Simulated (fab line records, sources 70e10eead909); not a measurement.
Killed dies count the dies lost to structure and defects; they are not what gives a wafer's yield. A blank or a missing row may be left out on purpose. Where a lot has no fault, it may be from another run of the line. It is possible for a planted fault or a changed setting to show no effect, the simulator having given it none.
fab line records ; flow nand-harc
record: lots: 6; wafers: 16; last-day: 34
route steps=1302 shown A_SOURCE_PLATE@418 A_ONON_D1@424
lots untouched by any fault: they come from a run of this same line in which no faults occurred
start-h: hours from the record's opening day to when the first of the lot's shown wafers began ; wait-h: hours elapsed since this lot's preceding step ; " as in the row above ; L1.1+2: a single row standing in for several wafers ; - no value present, or no start provided ; * or withheld: withheld ; < > ~ a bound
route shown NAME@n: names a module that has steps shown in the file, with the first one's number in the route ; usual: mean/standard deviation of fault-free wafers ; same: alike in all rows ; chamber/n: place in a boat ; sites: per-site readings ; _std_site: standard deviation across them ; _edge_site: the outer-site mean with the inner-site mean subtracted ; radius-mm: how far each site lies from the wafer's centre ; mask NAME#n: copy n ; behind: the most recent tool/chamber to have shaped the wafer ; hold: reason for holding the lot/hours on hold/outcome of the hold ; device: transistor that didn't switch, given as n, p or np ; end of line: the tests these same wafers got at the end of their route ; a step given without rows: its recipe and nothing more ; killed: dies that structure and defects cost at the first sort, which is not the same as the wafer's yield ; map: the dies of a wafer, with x for killed, . for not killed, _ for no die there
set.NAME: the setting as run; set.NAME@STEP: as run at that earlier step ; model.NAME: the simulator's own value behind a step, which no gauge read
lots seen at some steps along the route; tables by step, rows by wafer
services: a tool's chamber out of use, with start hour (start-h, from the record's first day; less than 0 if before it), hours out, and reason
== steps ==
step: NHARC_A_SOURCE_PLATE_CVD_03
recipe: target-thk-a: 2000; temp-c: 620; pressure-mtorr: 200; time-s: 4000; material: poly-Si
step: NHARC_A_SOURCE_PLATE_ANNEAL_05
recipe: temp-c: 850; time-s: 1800
step: NHARC_A_SOURCE_PLATE_THK_MEAS_06
recipe: thk-meas-gauge: ellipsometry
usual: thk-nm: 200.1/2.2
lot.wafer;tool;chamber;start-h;wait-h;thk-nm
L564.2;film-metro-01;-;177.28;0.4;200.8
L564.4;film-metro-01;-;177.28;0.4;200.6
L564.6;film-metro-01;-;177.28;0.4;200.9
L566.1;film-metro-01;-;200.12;0.4;199.1
L566.4;film-metro-01;-;200.12;0.4;202.1
L566.6;film-metro-01;-;200.12;0.4;199.5
L571.3;film-metro-01;-;253.71;0.4;202.6
L571.6;film-metro-01;-;253.71;0.4;199.8
L572.3;film-metro-02;-;270.81;0.4;196.6
L572.4;film-metro-02;-;270.81;0.4;195.5
L574.1;film-metro-01;-;280.62;0.4;197.0
L574.2;film-metro-01;-;280.62;0.4;200.7
L574.4;film-metro-01;-;280.62;0.4;202.9
L585.2;film-metro-02;-;391.69;0.4;201.3
L585.4;film-metro-02;-;391.69;0.4;201.7
L585.6;film-metro-02;-;391.69;0.4;200.8
step: NHARC_A_SOURCE_PLATE_INSPECT_08
usual: raw-defect-count: 59/24
lot.wafer;tool;chamber;start-h;wait-h;raw-defect-count
L564.2;defect-inspect-02;-;177.37;0.0;61
L564.4;defect-inspect-02;-;177.37;0.0;60
L564.6;defect-inspect-02;-;177.37;0.0;45
L566.1;defect-inspect-02;-;200.18;0.0;63
L566.4;defect-inspect-02;-;200.18;0.0;33
L566.6;defect-inspect-02;-;200.18;0.0;51
L571.3;defect-inspect-01;-;253.82;0.0;99
L571.6;defect-inspect-01;-;253.82;0.0;44
L572.3;defect-inspect-02;-;270.88;0.0;95
L572.4;defect-inspect-02;-;270.88;0.0;69
L574.1;defect-inspect-02;-;280.68;0.0;203
L574.2;defect-inspect-02;-;280.68;0.0;105
L574.4;defect-inspect-02;-;280.68;0.0;70
L585.2;defect-inspect-01;-;391.75;0.0;42
L585.4;defect-inspect-01;-;391.75;0.0;39
L585.6;defect-inspect-01;-;391.75;0.0;31
step: NHARC_A_ONON_D1_DEP_00
recipe: target-thk-a: 10000; n2-flow-sccm: 2750; n2o-flow-sccm: 2000; nh3-flow-sccm: 500; sih4-flow-sccm: 210; temp-c: 400
step: NHARC_A_ONON_D1_THK_MEAS_02
recipe: thk-meas-gauge: ellipsometry
usual: thk-nm: 1000/8.8
lot.wafer;tool;chamber;start-h;wait-h;thk-nm
L564.2;film-metro-02;-;177.95;-;1001
L564.4;film-metro-02;-;177.95;-;1000
L564.6;film-metro-02;-;177.95;-;1003
L566.1;film-metro-02;-;200.77;-;1007
L566.4;film-metro-02;-;200.77;-;1006
L566.6;film-metro-02;-;200.77;-;1006
L571.3;film-metro-01;-;254.40;-;1020
L571.6;film-metro-01;-;254.40;-;1020
L572.3;film-metro-01;-;271.46;-;1000
L572.4;film-metro-01;-;271.46;-;1004
L574.1;film-metro-01;-;281.26;-;990
L574.2;film-metro-01;-;281.26;-;987
L574.4;film-metro-01;-;281.26;-;988
L585.2;film-metro-02;-;392.33;-;1006
L585.4;film-metro-02;-;392.33;-;1004
L585.6;film-metro-02;-;392.33;-;1003
step: NHARC_A_ONON_D1_DEP_03
recipe: target-thk-a: 10000; n2-flow-sccm: 2750; n2o-flow-sccm: 2000; nh3-flow-sccm: 500; sih4-flow-sccm: 210; temp-c: 400
step: NHARC_A_ONON_D1_THK_MEAS_05
recipe: thk-meas-gauge: ellipsometry
usual: thk-nm: 999/10
lot.wafer;tool;chamber;start-h;wait-h;thk-nm
L564.2;film-metro-02;-;178.52;-;982
L564.4;film-metro-02;-;178.52;-;982
L564.6;film-metro-02;-;178.52;-;983
L566.1;film-metro-01;-;201.33;-;986
L566.4;film-metro-01;-;201.33;-;988
L566.6;film-metro-01;-;201.33;-;987
L571.3;film-metro-02;-;254.96;-;989
L571.6;film-metro-02;-;254.96;-;987
L572.3;film-metro-01;-;272.03;-;987
L572.4;film-metro-01;-;272.03;-;985
L574.1;film-metro-01;-;281.82;-;1010
L574.2;film-metro-01;-;281.82;-;1011
L574.4;film-metro-01;-;281.82;-;1011
L585.2;film-metro-01;-;392.89;-;995
L585.4;film-metro-01;-;392.89;-;996
L585.6;film-metro-01;-;392.89;-;998
step: NHARC_A_ONON_D1_DEP_06
recipe: target-thk-a: 10000; n2-flow-sccm: 2750; n2o-flow-sccm: 2000; nh3-flow-sccm: 500; sih4-flow-sccm: 210; temp-c: 400
step: NHARC_A_ONON_D1_THK_MEAS_08
recipe: thk-meas-gauge: ellipsometry
usual: thk-nm: 1002/9.6
lot.wafer;tool;chamber;start-h;wait-h;thk-nm
L564.2;film-metro-01;-;179.08;-;971
L564.4;film-metro-01;-;179.08;-;970
L564.6;film-metro-01;-;179.08;-;971
L566.1;film-metro-01;-;201.89;-;998
L566.4;film-metro-01;-;201.89;-;998
L566.6;film-metro-01;-;201.89;-;998
L571.3;film-metro-02;-;255.52;-;1012
L571.6;film-metro-02;-;255.52;-;1014
L572.3;film-metro-02;-;272.60;-;992
L572.4;film-metro-02;-;272.60;-;992
L574.1;film-metro-02;-;282.38;-;1000
L574.2;film-metro-02;-;282.38;-;1003
L574.4;film-metro-02;-;282.38;-;1000
L585.2;film-metro-02;-;393.46;-;991
L585.4;film-metro-02;-;393.46;-;991
L585.6;film-metro-02;-;393.46;-;990
step: NHARC_A_ONON_D1_DEP_09
recipe: target-thk-a: 10000; n2-flow-sccm: 2750; n2o-flow-sccm: 2000; nh3-flow-sccm: 500; sih4-flow-sccm: 210; temp-c: 400
usual: n2o-flow-sccm: 1999/6.1
lot.wafer;tool;chamber;start-h;wait-h;n2o-flow-sccm
L564.2;pecvd-onon-03;0;179.34;0.3;1989
L564.4;pecvd-onon-03;0;179.34;0.3;1998
L564.6;pecvd-onon-03;0;179.34;0.3;1990
L566.1;pecvd-onon-01;0;201.95;0.1;1997
L566.4;pecvd-onon-01;0;201.95;0.1;2010
L566.6;pecvd-onon-01;0;201.95;0.1;1995
L571.3;pecvd-onon-03;0;255.69;0.2;1999
L571.6;pecvd-onon-03;0;255.69;0.2;1995
L572.3;pecvd-onon-03;0;272.77;0.2;2016
L572.4;pecvd-onon-03;0;272.77;0.2;2011
L574.1;pecvd-onon-01;0;282.45;0.1;1995
L574.2;pecvd-onon-01;0;282.45;0.1;2001
L574.4;pecvd-onon-01;0;282.45;0.1;2001
L585.2;pecvd-onon-01;0;393.57;0.1;2004
L585.4;pecvd-onon-01;0;393.57;0.1;1999
L585.6;pecvd-onon-01;0;393.57;0.1;2002
step: NHARC_A_ONON_D1_THK_MEAS_11
recipe: thk-meas-gauge: ellipsometry
usual: thk-nm: 1000/8.8
lot.wafer;tool;chamber;start-h;wait-h;thk-nm
L564.2;film-metro-02;-;179.79;-;990
L564.4;film-metro-02;-;179.79;-;991
L564.6;film-metro-02;-;179.79;-;991
L566.1;film-metro-02;-;202.46;-;1007
L566.4;film-metro-02;-;202.46;-;1006
L566.6;film-metro-02;-;202.46;-;1007
L571.3;film-metro-01;-;256.08;-;938
L571.6;film-metro-01;-;256.08;-;990
L572.3;film-metro-01;-;273.17;-;957
L572.4;film-metro-01;-;273.17;-;956
L574.1;film-metro-02;-;282.96;-;997
L574.2;film-metro-02;-;282.96;-;996
L574.4;film-metro-02;-;282.96;-;996
L585.2;film-metro-02;-;394.03;-;997
L585.4;film-metro-02;-;394.03;-;997
L585.6;film-metro-02;-;394.03;-;995
step: NHARC_A_ONON_D1_DEP_12
recipe: target-thk-a: 10000; n2-flow-sccm: 2750; n2o-flow-sccm: 2000; nh3-flow-sccm: 500; sih4-flow-sccm: 210; temp-c: 400
== services ==
tool;chamber;start-h;hours;kind
pecvd-onon-03;-;227.05;13.0;pm
pecvd-onon-01;-;269.21;13.0;pm
pecvd-onon-01;-;311.75;9.0;repair
pecvd-onon-03;-;350.11;0.4;repair
== key ==
first-sign: step: NHARC_A_ONON_D1_THK_MEAS_11; reading: thk-nm; direction: down; sigmas: 5.7; usual: 1000; struck: 950
effect none on later readings
met-at NHARC_A_ONON_D1_DEP_09
struck-wafers L571.3,L572.3,L572.4
later-rows-left-out L571.3,L572.3,L572.4
sort-left-out L571.3,L572.3,L572.4
tester-left-out L571,L572
onset-between 179.34 255.69
fault: kind: process-parameter-drift; tool: pecvd-onon-03; chamber: -; onset-h: 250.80; steps: NHARC_A_ONON_D1_DEP_09; channel: target-thk-a; offset: *; shape: step; end-h: 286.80; scope: struck-wafers-only; acts-in: *; stated: *
tester-left-out: of these lots the tester's yield and bins aren't shown, on N5 and GAA mostly nor the transistor test; their killed dies are dies lost to structure and defects alone, not to doping, threshold or leakage, so they don't give the yield
sort-left-out: the simulated sort isn't trusted on such a fault, so these wafers' sort isn't shown, and their yield isn't known
later-rows-left-out: the simulator's readings of these wafers behind a module that went badly wrong aren't trusted and aren't shown, but for the sort
